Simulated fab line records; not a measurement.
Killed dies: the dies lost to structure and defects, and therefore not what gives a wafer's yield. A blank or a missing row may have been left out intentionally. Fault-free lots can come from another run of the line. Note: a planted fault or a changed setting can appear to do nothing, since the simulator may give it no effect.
Which tool is to blame?    flow n5-finfet    11 lots, 29 wafers sampled, at 4 steps of a route of 1938

WHAT THE GAUGES READ, wafer by wafer
N5_BEOL_M0_SAQP_CD_MEAS_14: the cd target is 42.5 nm.
lot   measured      on         cd-nm (nm)
L743  day 5 18:54   cd-sem-03  43.0 42.4 42.6
L746  day 6 11:19   cd-sem-03  42.1 42.5
L748  day 6 23:39   cd-sem-03  41.9 42.2
L749  day 7 05:46   cd-sem-01  42.5 42.5
L751  day 7 14:22   cd-sem-03  41.8 41.4
L752  day 7 21:23   cd-sem-01  41.7 41.7 41.4
L758  day 9 09:28   cd-sem-01  39.1 39.3 39.4
L759  day 9 14:08   cd-sem-01  41.0 40.6 40.4
L763  day 10 16:23  cd-sem-03  42.4 42.4 42.5
L764  day 10 22:57  cd-sem-02  42.0 42.6 42.8
L765  day 11 06:35  cd-sem-03  42.2 42.5 41.5

EACH LOT AND THE TOOL THAT RAN IT (in order: tool; ch and the chambers of the sampled wafers; start)
lot   N5_BEOL_M0_SAQP_PECVD_04         N5_BEOL_M0_SAQP_HM_DEP_111       N5_BEOL_M0_SAQP_EXPOSE_11
L743  pecvd-02 ch 0,1,2, day 5 18:21   pecvd-02 ch 0,1,2, day 5 18:28   arfi-scanner-03 ch 0, day 5 18:47
L746  pecvd-02 ch 1,2, day 6 10:44     pecvd-03 ch 0,1, day 6 10:52     arfi-scanner-03 ch 0, day 6 11:12
L748  pecvd-03 ch 0,1, day 6 23:12     pecvd-02 ch 0,1, day 6 23:20     arfi-scanner-01 ch 0, day 6 23:32
L749  pecvd-02 ch 2, day 7 05:19       pecvd-01 ch 1, day 7 05:27       arfi-scanner-01 ch 0, day 7 05:39
L751  pecvd-01 ch 0,2, day 7 13:48     pecvd-03 ch 1,2, day 7 13:56     arfi-scanner-02 ch 0, day 7 14:15
L752  pecvd-03 ch 0,1,2, day 7 20:56   pecvd-01 ch 1,2, day 7 21:04     arfi-scanner-02 ch 0, day 7 21:16
L758  pecvd-02 ch 0,1, day 9 08:53     pecvd-02 ch 0,2, day 9 09:01     arfi-scanner-02 ch 0, day 9 09:20
L759  pecvd-03 ch 0,2, day 9 13:40     pecvd-02 ch 0,1, day 9 13:48     arfi-scanner-02 ch 0, day 9 14:01
L763  pecvd-01 ch 0,1, day 10 15:48    pecvd-03 ch 0,1,2, day 10 15:56  arfi-scanner-03 ch 0, day 10 16:16
L764  pecvd-03 ch 1,2, day 10 22:22    pecvd-01 ch 0,1,2, day 10 22:32  arfi-scanner-01 ch 0, day 10 22:50
L765  pecvd-03 ch 0,1,2, day 11 06:08  pecvd-01 ch 0,1,2, day 11 06:16  arfi-scanner-01 ch 0, day 11 06:28
- N5_BEOL_M0_SAQP_PECVD_04: deposits a-Si from SiH4/He, target thk 60 nm, time 60.2 s.
- N5_BEOL_M0_SAQP_HM_DEP_111: deposits SiO2 from SiH4/N2O, target thk 12 nm, time 7.2 s.
- N5_BEOL_M0_SAQP_EXPOSE_11: exposes mask M0 CORE, target cd 42 nm.

THE ANSWER, worked out from the rows above alone
Rule: usual is defined by the lots themselves. Put in order of their means at a reading, lots are off if they are a third of the lots or fewer, leave a main group of 4 or more, and stand apart from it by a gap of 3 or more times the standard deviation of the main group's means; of several such gaps the widest counts. The tables above print the reading to a certain number of digits; a main group whose means all agree to those digits is not used. A lot without any number at a reading at which 4 lots or more have one is off too. Any other lot the step has rows for is counted as sound.
Nothing can be told from this: no lot is off at any reading shown.

WHAT THE SIMULATOR PUT IN
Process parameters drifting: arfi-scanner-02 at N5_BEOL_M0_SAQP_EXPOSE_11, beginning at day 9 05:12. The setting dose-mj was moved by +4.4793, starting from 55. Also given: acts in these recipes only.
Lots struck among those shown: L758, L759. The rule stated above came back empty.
